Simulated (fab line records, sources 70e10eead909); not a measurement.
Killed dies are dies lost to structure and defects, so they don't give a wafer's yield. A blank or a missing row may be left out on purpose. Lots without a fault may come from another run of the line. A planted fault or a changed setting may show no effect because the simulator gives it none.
A struck lot beside a sound one | flow nand_harc | 13 steps out of a route of 1302
Sound: wafers L999.1, L999.3, L999.6. Struck: wafer L114.5. (L114.1, L114.6 of the same lot were not struck and are left out.) The cause comes at the end.
At each step with rows: each side's tool, then ch and its chambers, then its first start. Under that, the readings that differ: sound wafers | struck wafers | difference of the means | sigmas: that difference in standard deviations of wafers without a fault.
alike: readings whose means differ by less than 2 such deviations, and words and numbers that are the same on both sides. not compared: withheld readings, readings that some wafer has no value for, bounds like >300 that may hide the same value, and numbers for which the record gives no deviation and whose values overlap.
The two part at a step that has a row with sigmas, a row that says differs or no value, or rows on one side only. Numbers that don't overlap but have no deviation are shown without sigmas and don't part them. A reading that every wafer of one side lacks parts them only if that side has two wafers or more.

first, 1 step without rows for these wafers: NHARC_A_SLIT_SRD_20.
NHARC_A_SLIT_CD_MEAS_21:
  sound on cd_sem-03, day 20 12:14; struck on cd_sem-01, day 26 06:51
  alike: cd_nm
then, 3 steps without rows for these wafers: NHARC_A_SIN_REMOVE_WET_00 (chemistry H3PO4, time 15300 s); NHARC_A_SIN_REMOVE_PRECLEAN_01 (cleans in SC1); NHARC_A_SIN_REMOVE_SRD_02.
NHARC_A_SIN_REMOVE_INSPECT_04:
  sound on defect_inspect-02, day 20 18:31; struck on defect_inspect-01, day 26 14:24
  alike: raw_defect_count
NHARC_A_WL_FILL_ALD_00: deposits Al2O3, target thk 3 nm, pulse time 3 s, ald cycles 30.
  sound on ald_hk-01 ch 0,3, day 20 18:35; struck on ald_hk-01 ch 2, day 26 15:01
  reading                    | sound             | struck | difference | sigmas
  precursor_pulse_height_rel | 1.016 0.980 0.971 | 1.037  | +0.048     | +2
  alike: heater_power_w
NHARC_A_WL_FILL_RTA_01: time 5 s.
  sound on rtp_anneal-01 ch 0, day 20 18:51; struck on rtp_anneal-02 ch 0, day 26 15:11
  reading            | sound          | struck | difference | sigmas
  lamp_power_pct (%) | 29.8 29.8 29.9 | 28.1   | -1.7       | -2
  alike: wafer_temp_C_max
NHARC_A_WL_FILL_ALD_02: deposits TiN, target thk 2 nm, pulse time 3 s, ald cycles 100.
  sound on ald_metal-01 ch 0,2, day 20 19:04; struck on ald_metal-04 ch 1, day 26 15:25
  alike: heater_power_w, precursor_pulse_height_rel
NHARC_A_WL_FILL_CVD_03: deposits W, target thk 40 nm, time 279 s.
  sound on cvd_w-01 ch 1, day 20 19:40; struck on cvd_w-01 ch 1, day 26 15:51
  alike: heater_power_w, throttle_valve_pct
NHARC_A_WL_FILL_ETCHBACK_04: etches the open film in NF3, target depth 60 nm, time 120 s.
  sound on rie_metal-03 ch 0,1, day 20 19:59; struck on rie_metal-01 ch 0, day 26 16:14
  reading          | sound             | struck | difference | sigmas
  run_length_s (s) | 141.6 140.7 141.4 | 127.4  | -13.8      | -27
  alike: drypump_motor_current_A, oes_product_au
  not compared: rf_hours_counter_h
NHARC_A_WL_FILL_ETCHBACK_05: etches the open film in Cl2/BCl3, target depth 22 nm, time 60 s.
  sound on rie_metal-03 ch 0,1, day 20 20:13; struck on rie_metal-01 ch 0, day 26 16:29
  alike: drypump_motor_current_A, oes_product_au, run_length_s
  not compared: rf_hours_counter_h
then, 1 step without rows for these wafers: NHARC_END_SORT_01.

WHERE THEY PART
First at NHARC_A_WL_FILL_ALD_00; last, within this record, at NHARC_A_WL_FILL_ETCHBACK_04. Later steps at which nothing parts them and some readings are alike: NHARC_A_WL_FILL_ETCHBACK_05.

WHY: what the simulator had put in
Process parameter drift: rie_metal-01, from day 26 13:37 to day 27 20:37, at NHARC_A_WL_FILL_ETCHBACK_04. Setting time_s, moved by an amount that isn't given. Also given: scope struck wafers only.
